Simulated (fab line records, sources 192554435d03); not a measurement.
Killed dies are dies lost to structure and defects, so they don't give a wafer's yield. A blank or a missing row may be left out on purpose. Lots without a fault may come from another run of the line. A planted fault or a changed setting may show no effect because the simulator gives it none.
Which tool did it? | flow n5_finfet | 23 lots, 69 wafers sampled, at 5 steps of a route of 1938

WHAT THE GAUGES READ, wafer by wafer
N5_BEOL_M7_OCD_MEAS_38. Usual: trench_depth_nm 92.9 nm, standard deviation 1.6.
lot  | measured     | on     | trench_depth_nm (nm) | flag
L074 | day 9 04:09  | ocd-02 | 94.5 94.0 91.5       |
L077 | day 9 15:47  | ocd-01 | 93.6 92.6 92.6       |
L076 | day 9 19:38  | ocd-01 | 91.8 93.0 91.8       |
L078 | day 10 01:20 | ocd-01 | 93.3 92.5 91.4       |
L079 | day 10 07:48 | ocd-01 | 94.2 93.0 92.5       |
L080 | day 10 07:54 | ocd-02 | 93.0 89.1 93.1       |
L081 | day 10 10:19 | ocd-01 | 94.1 92.5 93.4       |
L082 | day 10 20:36 | ocd-02 | 93.5 92.1 92.2       |
L083 | day 11 04:39 | ocd-01 | 93.0 93.8 92.3       |
L085 | day 11 14:41 | ocd-01 | 93.7 90.3 92.8       |
L086 | day 12 06:34 | ocd-02 | 94.8 94.5 95.2       |
L088 | day 12 13:16 | ocd-01 | 92.0 92.9 95.1       |
L084 | day 12 13:20 | ocd-02 | 95.8 91.1 91.9       |
L087 | day 12 14:31 | ocd-02 | 91.7 94.2 91.7       |
L090 | day 12 17:06 | ocd-01 | 91.1 94.4 92.0       |
L089 | day 12 21:31 | ocd-01 | 94.4 93.0 92.2       |
L091 | day 13 06:26 | ocd-02 | 93.4 96.2 92.0       |
L092 | day 13 17:18 | ocd-02 | 89.6 94.5 90.6       |
L093 | day 14 00:32 | ocd-02 | 93.6 93.3 94.3       |
L094 | day 14 02:13 | ocd-01 | 91.8 94.7 92.8       |
L096 | day 14 10:29 | ocd-01 | 95.8 91.8 93.5       |
L095 | day 14 10:39 | ocd-01 | 92.3 92.6 89.7       |
L097 | day 15 02:04 | ocd-01 | 93.3 92.8 93.0       |

N5_BEOL_M9_INSPECT_13: inspects for defects (brightfield). Usual: raw_defect_count 437, standard deviation 97.
lot  | measured     | on                | raw_defect_count | flag
L074 | day 9 17:03  | defect_inspect-02 | 384 318 400      |
L077 | day 10 03:02 | defect_inspect-02 | 429 427 411      |
L076 | day 10 09:04 | defect_inspect-01 | 422 361 378      |
L078 | day 10 15:19 | defect_inspect-01 | 564 464 492      |
L079 | day 10 21:12 | defect_inspect-01 | 470 350 496      |
L080 | day 10 21:22 | defect_inspect-02 | 320 380 410      |
L081 | day 10 23:08 | defect_inspect-01 | 547 429 471      |
L082 | day 11 08:40 | defect_inspect-01 | 693 323 490      |
L083 | day 11 16:28 | defect_inspect-01 | 381 312 349      |
L085 | day 12 06:58 | defect_inspect-01 | 491 555 613      |
L086 | day 12 18:02 | defect_inspect-02 | 378 518 457      |
L088 | day 13 03:38 | defect_inspect-02 | 558 386 514      |
L084 | day 13 01:41 | defect_inspect-01 | 395 296 395      |
L087 | day 13 04:13 | defect_inspect-02 | 423 375 371      |
L090 | day 13 04:03 | defect_inspect-02 | 347 287 288      |
L089 | day 13 08:45 | defect_inspect-02 | 379 403 452      |
L091 | day 13 20:16 | defect_inspect-01 | 473 468 380      |
L092 | day 14 05:31 | defect_inspect-01 | 556 552 532      |
L093 | day 14 15:49 | defect_inspect-02 | 273 337 256      |
L094 | day 14 15:23 | defect_inspect-02 | 389 468 420      |
L096 | day 14 23:24 | defect_inspect-01 | 499 477 518      |
L095 | day 14 23:35 | defect_inspect-01 | 569 657 353      |
L097 | day 15 22:46 | defect_inspect-01 | 407 479 526      |

WHICH TOOL RAN EACH LOT (tool, then ch and the chambers of the sampled wafers, then the start)
lot  | N5_BEOL_M8_DESCUM_16               | N5_BEOL_M8_ETCH_66                 | N5_BEOL_M8_STRIP_36
L074 | rie_diel-05 ch 0,1,2, day 9 09:25  | rie_diel-04 ch 0,1,2, day 9 11:20  | rie_diel-04 ch 0,1,2, day 9 11:29
L077 | rie_diel-05 ch 0,2,3, day 9 20:10  | rie_diel-05 ch 2,3, day 9 22:32    | rie_diel-05 ch 2,3, day 9 22:44
L076 | rie_diel-02 ch 0,2,3, day 10 01:16 | rie_diel-02 ch 1,2,3, day 10 03:54 | rie_diel-02 ch 1,2,3, day 10 04:03
L078 | rie_diel-05 ch 1,2,3, day 10 07:33 | rie_diel-02 ch 0,1,2, day 10 10:19 | rie_diel-02 ch 0,1,2, day 10 10:28
L079 | rie_diel-04 ch 0,2, day 10 12:18   | rie_diel-04 ch 1,3, day 10 15:09   | rie_diel-04 ch 1,3, day 10 15:18
L080 | rie_diel-02 ch 1,2,3, day 10 12:44 | rie_diel-02 ch 0,1,2, day 10 15:20 | rie_diel-02 ch 0,1,2, day 10 15:29
L081 | rie_diel-04 ch 0,2,3, day 10 16:22 | rie_diel-04 ch 1,3, day 10 18:10   | rie_diel-04 ch 1,3, day 10 18:20
L082 | rie_diel-02 ch 0,1,3, day 11 01:21 | rie_diel-05 ch 0,2,3, day 11 04:02 | rie_diel-05 ch 0,2,3, day 11 04:11
L083 | rie_diel-05 ch 0,1,3, day 11 09:29 | rie_diel-02 ch 1,2,3, day 11 11:17 | rie_diel-02 ch 1,2,3, day 11 11:26
L085 | rie_diel-04 ch 0,1,3, day 11 22:20 | rie_diel-04 ch 0,3, day 12 00:36   | rie_diel-04 ch 0,3, day 12 00:45
L086 | rie_diel-02 ch 0,2,3, day 12 11:11 | rie_diel-04 ch 0,2,3, day 12 12:11 | rie_diel-04 ch 0,2,3, day 12 12:20
L088 | rie_diel-02 ch 0,1,3, day 12 18:23 | rie_diel-04 ch 0,1, day 12 21:35   | rie_diel-04 ch 0,1, day 12 21:44
L084 | rie_diel-04 ch 0,1,3, day 12 18:52 | rie_diel-04 ch 2,3, day 12 21:05   | rie_diel-04 ch 2,3, day 12 21:14
L087 | rie_diel-05 ch 0,2,3, day 12 21:53 | rie_diel-05 ch 0,3, day 12 23:38   | rie_diel-05 ch 0,3, day 12 23:47
L090 | rie_diel-04 ch 0,1,2, day 12 22:04 | rie_diel-02 ch 0,1,3, day 12 23:16 | rie_diel-02 ch 0,1,3, day 12 23:25
L089 | rie_diel-05 ch 0,1,2, day 13 01:40 | rie_diel-05 ch 0,2,3, day 13 02:48 | rie_diel-05 ch 0,2,3, day 13 02:58
L091 | rie_diel-04 ch 0,3, day 13 12:04   | rie_diel-04 ch 0,2, day 13 14:34   | rie_diel-04 ch 0,2, day 13 14:43
L092 | rie_diel-05 ch 0,1,2, day 13 21:37 | rie_diel-02 ch 0,1, day 14 00:08   | rie_diel-02 ch 0,1, day 14 00:17
L093 | rie_diel-05 ch 1,2,3, day 14 05:52 | rie_diel-05 ch 0,2,3, day 14 10:11 | rie_diel-05 ch 0,2,3, day 14 10:20
L094 | rie_diel-02 ch 0,1,2, day 14 07:49 | rie_diel-04 ch 0,1,3, day 14 10:20 | rie_diel-04 ch 0,1,3, day 14 10:30
L096 | rie_diel-04 ch 0,1,2, day 14 15:23 | rie_diel-05 ch 0,2,3, day 14 17:53 | rie_diel-05 ch 0,2,3, day 14 18:02
L095 | rie_diel-02 ch 0,1, day 14 15:30   | rie_diel-02 ch 0,1,3, day 14 18:14 | rie_diel-02 ch 0,1,3, day 14 18:23
L097 | rie_diel-04 ch 1,2,3, day 15 09:51 | rie_diel-04 ch 1,2,3, day 15 16:10 | rie_diel-04 ch 1,2,3, day 15 16:18
- N5_BEOL_M8_DESCUM_16: chemistry O2, time 7.9 s.
- N5_BEOL_M8_ETCH_66: etches SOC in N2/H2, target depth 80 nm, overetch 16 nm, time 120 s.
- N5_BEOL_M8_STRIP_36: strips in N2/H2.

WHAT THE TOOLS THEMSELVES READ (means of the sampled wafers that have a number; where no wafer has one, the mark that the record gives instead)
N5_BEOL_M8_DESCUM_16. Usual: drypump_motor_current_A 5.5 A, standard deviation 0.36; oes_product_au 0.75 a.u., standard deviation 0.079; rf_vpp_V 242.8 V, standard deviation 1.6; showerhead_plenum_p_Torr 2.07 Torr, standard deviation 0.088; throttle_valve_pct 20.38 %, standard deviation 0.13.
lot  | tool        | drypump_motor_current_A (A) | oes_product_au (a.u.) | rf_vpp_V (V) | showerhead_plenum_p_Torr (Torr) | throttle_valve_pct (%) | flag
L074 | rie_diel-05 | 5.4                         | 0.74                  | 243.4        | 2.09                            | 20.30                  |
L077 | rie_diel-05 | 5.5                         | 0.79                  | 244.2        | 2.16                            | 20.21                  |
L076 | rie_diel-02 | 5.7                         | 0.76                  | 243.8        | 2.08                            | 20.38                  |
L078 | rie_diel-05 | 5.7                         | 0.76                  | 243.9        | 2.11                            | 20.33                  |
L079 | rie_diel-04 | 5.5                         | 0.75                  | 241.9        | 2.00                            | 20.47                  |
L080 | rie_diel-02 | 5.4                         | 0.81                  | 243.6        | 2.14                            | 20.34                  |
L081 | rie_diel-04 | 5.4                         | 0.75                  | 241.7        | 2.00                            | 20.40                  |
L082 | rie_diel-02 | 5.3                         | 0.80                  | 243.8        | 2.08                            | 20.34                  |
L083 | rie_diel-05 | 5.4                         | 0.78                  | 243.5        | 2.09                            | 20.22                  |
L085 | rie_diel-04 | 5.6                         | 0.69                  | 242.4        | 2.02                            | 20.48                  |
L086 | rie_diel-02 | 5.7                         | 0.74                  | 242.9        | 2.07                            | 20.43                  |
L088 | rie_diel-02 | 5.3                         | 0.79                  | 243.9        | 2.07                            | 20.36                  |
L084 | rie_diel-04 | 5.6                         | 0.68                  | 242.7        | 2.02                            | 20.50                  |
L087 | rie_diel-05 | 5.5                         | 0.76                  | 243.6        | 2.15                            | 20.26                  |
L090 | rie_diel-04 | 5.3                         | 0.73                  | 242.4        | 2.05                            | 20.52                  |
L089 | rie_diel-05 | 5.5                         | 0.72                  | 242.3        | 2.07                            | 20.33                  |
L091 | rie_diel-04 | 5.7                         | 0.67                  | 241.8        | 1.96                            | 20.42                  |
L092 | rie_diel-05 | 5.4                         | 0.71                  | 242.5        | 2.07                            | 20.33                  |
L093 | rie_diel-05 | 5.7                         | 0.73                  | 243.3        | 2.10                            | 20.38                  |
L094 | rie_diel-02 | 5.5                         | 0.72                  | 242.6        | 2.08                            | 20.45                  |
L096 | rie_diel-04 | 5.3                         | 0.81                  | 242.0        | 2.04                            | 20.44                  |
L095 | rie_diel-02 | 5.2                         | 0.75                  | 242.3        | 2.08                            | 20.38                  |
L097 | rie_diel-04 | 5.2                         | 0.80                  | 242.3        | 2.04                            | 20.38                  |

N5_BEOL_M8_ETCH_66. Usual: drypump_motor_current_A 5.5 A, standard deviation 0.38; oes_product_au 0.58 a.u., standard deviation 0.058; rf_vpp_V 523 V, standard deviation 3; showerhead_plenum_p_Torr 2.52 Torr, standard deviation 0.1; throttle_valve_pct 17.83 %, standard deviation 0.22.
lot  | tool        | drypump_motor_current_A (A) | oes_product_au (a.u.) | rf_vpp_V (V) | showerhead_plenum_p_Torr (Torr) | throttle_valve_pct (%) | flag
L074 | rie_diel-04 | 5.3                         | 0.58                  | 523          | 2.50                            | 17.84                  |
L077 | rie_diel-05 | 5.8                         | 0.63                  | 528          | 2.68                            | 17.75                  |
L076 | rie_diel-02 | 5.4                         | 0.62                  | 526          | 2.60                            | 17.70                  |
L078 | rie_diel-02 | 5.5                         | 0.57                  | 523          | 2.55                            | 17.87                  |
L079 | rie_diel-04 | 5.4                         | 0.54                  | 525          | 2.54                            | 17.93                  |
L080 | rie_diel-02 | 5.5                         | 0.57                  | 523          | 2.55                            | 17.88                  |
L081 | rie_diel-04 | 5.4                         | 0.54                  | 524          | 2.54                            | 17.94                  |
L082 | rie_diel-05 | 5.5                         | 0.60                  | 526          | 2.63                            | 17.67                  |
L083 | rie_diel-02 | 5.4                         | 0.61                  | 525          | 2.59                            | 17.72                  |
L085 | rie_diel-04 | 5.8                         | 0.53                  | 520          | 2.41                            | 17.99                  |
L086 | rie_diel-04 | 5.4                         | 0.57                  | 521          | 2.43                            | 17.85                  |
L088 | rie_diel-04 | 5.5                         | 0.53                  | 524          | 2.53                            | 18.01                  |
L084 | rie_diel-04 | 5.1                         | 0.60                  | 522          | 2.44                            | 17.71                  |
L087 | rie_diel-05 | 5.3                         | 0.60                  | 526          | 2.61                            | 17.55                  |
L090 | rie_diel-02 | 5.3                         | 0.60                  | 523          | 2.52                            | 17.77                  |
L089 | rie_diel-05 | 5.5                         | 0.59                  | 526          | 2.63                            | 17.70                  |
L091 | rie_diel-04 | 5.2                         | 0.59                  | 522          | 2.44                            | 17.77                  |
L092 | rie_diel-02 | 5.2                         | 0.59                  | 523          | 2.52                            | 17.74                  |
L093 | rie_diel-05 | 5.5                         | 0.58                  | 525          | 2.62                            | 17.73                  |
L094 | rie_diel-04 | 5.6                         | 0.58                  | 523          | 2.46                            | 17.87                  |
L096 | rie_diel-05 | 5.5                         | 0.58                  | 525          | 2.62                            | 17.73                  |
L095 | rie_diel-02 | 5.3                         | 0.58                  | 523          | 2.51                            | 17.79                  |
L097 | rie_diel-04 | 5.2                         | 0.61                  | 522          | 2.48                            | 17.75                  |

N5_BEOL_M8_STRIP_36. Usual: drypump_motor_current_A 5.5 A, standard deviation 0.38; oes_product_au 0.75 a.u., standard deviation 0.081; rf_vpp_V 59.1 V, standard deviation 1.7; showerhead_plenum_p_Torr 2.52 Torr, standard deviation 0.1; throttle_valve_pct 23.62 %, standard deviation 0.26.
lot  | tool        | drypump_motor_current_A (A) | oes_product_au (a.u.) | rf_vpp_V (V) | showerhead_plenum_p_Torr (Torr) | throttle_valve_pct (%) | flag
L074 | rie_diel-04 | 5.3                         | 0.76                  | 59.1         | 2.49                            | 23.61                  |
L077 | rie_diel-05 | 5.8                         | 0.82                  | 60.2         | 2.68                            | 23.60                  |
L076 | rie_diel-02 | 5.4                         | 0.82                  | 57.7         | 2.59                            | 23.43                  |
L078 | rie_diel-02 | 5.5                         | 0.75                  | 58.5         | 2.55                            | 23.71                  |
L079 | rie_diel-04 | 5.4                         | 0.70                  | 60.7         | 2.54                            | 23.66                  |
L080 | rie_diel-02 | 5.6                         | 0.74                  | 57.6         | 2.55                            | 23.72                  |
L081 | rie_diel-04 | 5.4                         | 0.69                  | 58.7         | 2.54                            | 23.66                  |
L082 | rie_diel-05 | 5.5                         | 0.79                  | 60.5         | 2.63                            | 23.49                  |
L083 | rie_diel-02 | 5.4                         | 0.80                  | 58.7         | 2.59                            | 23.45                  |
L085 | rie_diel-04 | 5.8                         | 0.68                  | 59.7         | 2.41                            | 23.78                  |
L086 | rie_diel-04 | 5.5                         | 0.73                  | 59.4         | 2.42                            | 23.60                  |
L088 | rie_diel-04 | 5.5                         | 0.68                  | 60.6         | 2.53                            | 23.78                  |
L084 | rie_diel-04 | 5.1                         | 0.78                  | 59.6         | 2.43                            | 23.42                  |
L087 | rie_diel-05 | 5.2                         | 0.79                  | 59.6         | 2.60                            | 23.34                  |
L090 | rie_diel-02 | 5.4                         | 0.79                  | 58.2         | 2.51                            | 23.63                  |
L089 | rie_diel-05 | 5.5                         | 0.76                  | 61.7         | 2.62                            | 23.51                  |
L091 | rie_diel-04 | 5.2                         | 0.77                  | 58.7         | 2.43                            | 23.55                  |
L092 | rie_diel-02 | 5.2                         | 0.76                  | 58.2         | 2.51                            | 23.60                  |
L093 | rie_diel-05 | 5.5                         | 0.74                  | 58.8         | 2.62                            | 23.52                  |
L094 | rie_diel-04 | 5.6                         | 0.76                  | 59.6         | 2.46                            | 23.68                  |
L096 | rie_diel-05 | 5.5                         | 0.74                  | 59.8         | 2.61                            | 23.54                  |
L095 | rie_diel-02 | 5.4                         | 0.77                  | 59.9         | 2.51                            | 23.63                  |
L097 | rie_diel-04 | 5.3                         | 0.80                  | 58.2         | 2.47                            | 23.52                  |

THE ANSWER, worked out from the rows above alone
Rule: a lot is off if the mean of its wafers that have a number lies more than 3 standard deviations from the usual mean. A lot without any number at a reading at which 4 lots or more have one is off too. The other lots that the step has rows for count as sound. The gauges are gone through in route order, then the tools' own readings, and for those a lot's mean is taken as printed above. The first step at which some lot is off is used, and at that step the reading that is off furthest; a lot without a number counts as furthest.
No lot is off at any reading shown: from this, nothing can be told.

WHAT THE SIMULATOR HAD PUT IN
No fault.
